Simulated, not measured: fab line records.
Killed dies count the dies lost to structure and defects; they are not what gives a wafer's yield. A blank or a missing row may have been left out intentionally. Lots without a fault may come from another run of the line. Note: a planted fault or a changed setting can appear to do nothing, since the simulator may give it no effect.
The tool behind it: which one?    flow n5_finfet    12 lots, 36 wafers sampled, at 5 steps of a route of 1938

WHAT THE GAUGES SHOWED, per wafer
N5_BEOL_M6_THK_MEAS_53: measures by xrf.
lot   measured      on             M6_THK (nm)
L075  day 9 14:42   film_metro-02  82.8 82.1 80.4
L076  day 9 15:10   film_metro-02  80.3 79.5 80.0
L079  day 9 20:03   film_metro-02  82.1 82.5 81.7
L081  day 10 17:29  film_metro-02  81.5 82.1 82.6
L083  day 11 03:21  film_metro-01  82.5 82.7 82.3
L084  day 12 04:08  film_metro-02  79.8 82.7 80.1
L088  day 12 08:09  film_metro-02  80.8 82.9 80.2
L089  day 12 17:16  film_metro-01  83.9 81.9 82.5
L091  day 12 23:51  film_metro-01  81.1 82.0 79.0
L092  day 13 15:38  film_metro-02  79.6 79.5 80.1
L095  day 14 10:47  film_metro-01  78.9 79.5 79.6
L097  day 15 01:34  film_metro-02  81.9 81.8 80.2

WHICH TOOL RAN EACH LOT (tool, then ch and the chambers of the sampled wafers, then the start)
lot   N5_BEOL_M6_PECVD_70              N5_BEOL_M6_CURE_75             N5_BEOL_M6_PRE_CLEAN_45       N5_BEOL_M6_SPUTTER_48
L075  pecvd-01 ch 1,2, day 9 03:34     uv_cure-02 ch 1, day 9 11:55   pvd_sputter-03, day 9 12:41   pvd_sputter-03, day 9 13:16
L076  pecvd-01 ch 1,2, day 9 08:34     uv_cure-01 ch 0, day 9 12:37   pvd_sputter-03, day 9 12:53   pvd_sputter-03, day 9 13:40
L079  pecvd-03 ch 0,2, day 9 12:56     uv_cure-02 ch 1, day 9 17:01   pvd_sputter-01, day 9 17:52   pvd_sputter-02, day 9 18:32
L081  pecvd-04 ch 0,1, day 10 11:50    uv_cure-02 ch 2, day 10 15:07  pvd_sputter-02, day 10 15:53  pvd_sputter-02, day 10 16:26
L083  pecvd-04 ch 0,1,2, day 10 19:37  uv_cure-03 ch 1, day 10 23:43  pvd_sputter-03, day 11 00:08  pvd_sputter-03, day 11 02:16
L084  pecvd-01 ch 0,2, day 11 18:11    uv_cure-01 ch 1, day 12 01:24  pvd_sputter-02, day 12 01:48  pvd_sputter-01, day 12 02:31
L088  pecvd-01 ch 0,2, day 11 23:13    uv_cure-01 ch 0, day 12 04:30  pvd_sputter-02, day 12 06:34  pvd_sputter-02, day 12 07:21
L089  pecvd-03 ch 0,1, day 12 10:44    uv_cure-03 ch 1, day 12 14:07  pvd_sputter-01, day 12 14:52  pvd_sputter-02, day 12 16:10
L091  pecvd-03 ch 0,1,2, day 12 17:47  uv_cure-03 ch 1, day 12 21:16  pvd_sputter-01, day 12 21:43  pvd_sputter-02, day 12 22:46
L092  pecvd-03 ch 0,1,2, day 13 08:16  uv_cure-01 ch 0, day 13 13:25  pvd_sputter-03, day 13 13:47  pvd_sputter-03, day 13 14:28
L095  pecvd-04 ch 1,2, day 14 02:59    uv_cure-03 ch 2, day 14 08:39  pvd_sputter-03, day 14 08:58  pvd_sputter-03, day 14 09:33
L097  pecvd-01 ch 0,1, day 14 16:02    uv_cure-03 ch 2, day 14 20:38  pvd_sputter-02, day 15 00:03  pvd_sputter-02, day 15 00:46
- N5_BEOL_M6_PECVD_70: deposits SiO2 from TEOS/O2, target thk 20 nm, time 22.7 s.
- N5_BEOL_M6_CURE_75: cures SiCOH lowk, time 120 s.
- N5_BEOL_M6_PRE_CLEAN_45: time 30 s.
- N5_BEOL_M6_SPUTTER_48: material Cu, target thk 10 nm, time 1.667 s.

THE ANSWER, worked out from the rows above alone
Rule: what is usual is taken from the lots themselves. The widest of any qualifying gaps counts: lots, ordered by their means at a reading, are off when they make up no more than a third of the lots, leave a main group of 4 or more, and stand apart from it by 3 or more times the standard deviation of that group's means. If all means in a main group match to the digits the tables above print for the reading, that group is not used. Also off: a lot with no number at a reading for which 4 or more lots have one. All remaining lots with rows at the step are treated as sound.
None of the lots is off at any reading shown; this tells nothing.

WHAT THE SIMULATOR PUT IN
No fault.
